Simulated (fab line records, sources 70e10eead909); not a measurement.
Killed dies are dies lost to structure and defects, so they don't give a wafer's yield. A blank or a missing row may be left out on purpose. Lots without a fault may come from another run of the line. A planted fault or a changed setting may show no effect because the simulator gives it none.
Which tool did it? | flow nand_harc | 6 lots, 18 wafers sampled, at 5 steps of a route of 1159

WHAT THE GAUGES READ, wafer by wafer
NHARC_END_SORT_01.
lot  | measured     | on        | killed_at_array
L586 | day 22 09:40 | prober-01 | 13 8 22

WHICH TOOL RAN EACH LOT (tool, then ch and the chambers of the sampled wafers, then the start)
lot  | NHARC_A_STAIRCASE_STRIP_295                   | NHARC_A_STAIRCASE_STRIP_476        | NHARC_A_STAIRCASE_DEP_417       | NHARC_A_STAIRCASE_DEP_325
L577 | rie_diel-01 ch 1,2,3, day 12 17:26 or earlier | rie_diel-07 ch 0,1,3, day 12 17:26 | pecvd-01 ch 0,1, day 12 17:31   | pecvd-03 ch 0,1, day 13 19:16
L581 | rie_diel-08 ch 0,1,3, day 13 06:05 or earlier | rie_diel-08 ch 0,1,2, day 13 06:05 | pecvd-01 ch 0,1,2, day 13 06:16 | pecvd-03 ch 1,2, day 14 09:31
L584 | rie_diel-08 ch 0,2,3, day 13 10:59 or earlier | rie_diel-08 ch 0,1, day 13 10:59   | pecvd-01 ch 0,1,2, day 13 11:05 | pecvd-02 ch 0,2, day 14 15:25
L586 | rie_diel-07 ch 2,3, day 15 00:33 or earlier   | rie_diel-08 ch 0,1,3, day 15 00:33 | pecvd-03 ch 1,2, day 15 00:38   | pecvd-03 ch 1,2, day 16 03:54
L592 | rie_diel-07 ch 0,1, day 15 17:31 or earlier   | rie_diel-01 ch 1,2, day 15 17:31   | pecvd-01 ch 0,1,2, day 15 17:39 | pecvd-01 ch 1,2, day 16 21:18
L593 | rie_diel-08 ch 0,2,3, day 16 07:06 or earlier | rie_diel-01 ch 2,3, day 16 07:06   | pecvd-01 ch 0,1,2, day 16 07:19 | pecvd-01 ch 0,1,2, day 17 11:29
- NHARC_A_STAIRCASE_STRIP_295: strips in O2.
- NHARC_A_STAIRCASE_STRIP_476: strips in O2, time 20 s.
- NHARC_A_STAIRCASE_DEP_417: deposits Si3N4, target thk 60 nm.
- NHARC_A_STAIRCASE_DEP_325: deposits SiO2, target thk 3800 nm.

THE ANSWER, worked out from the rows above alone
Rule: what is usual is taken from the lots themselves. Put in order of their means at a reading, lots are off if they are a third of the lots or fewer, leave a main group of 4 or more, and stand apart from it by a gap of 3 or more times the standard deviation of the main group's means; of several such gaps the widest counts. A main group whose means are all the same, to the digits that the tables above print for the reading, isn't used. A lot without any number at a reading at which 4 lots or more have one is off too. The other lots that the step has rows for count as sound.
No lot is off at any reading shown: from this, nothing can be told.

WHAT THE SIMULATOR HAD PUT IN
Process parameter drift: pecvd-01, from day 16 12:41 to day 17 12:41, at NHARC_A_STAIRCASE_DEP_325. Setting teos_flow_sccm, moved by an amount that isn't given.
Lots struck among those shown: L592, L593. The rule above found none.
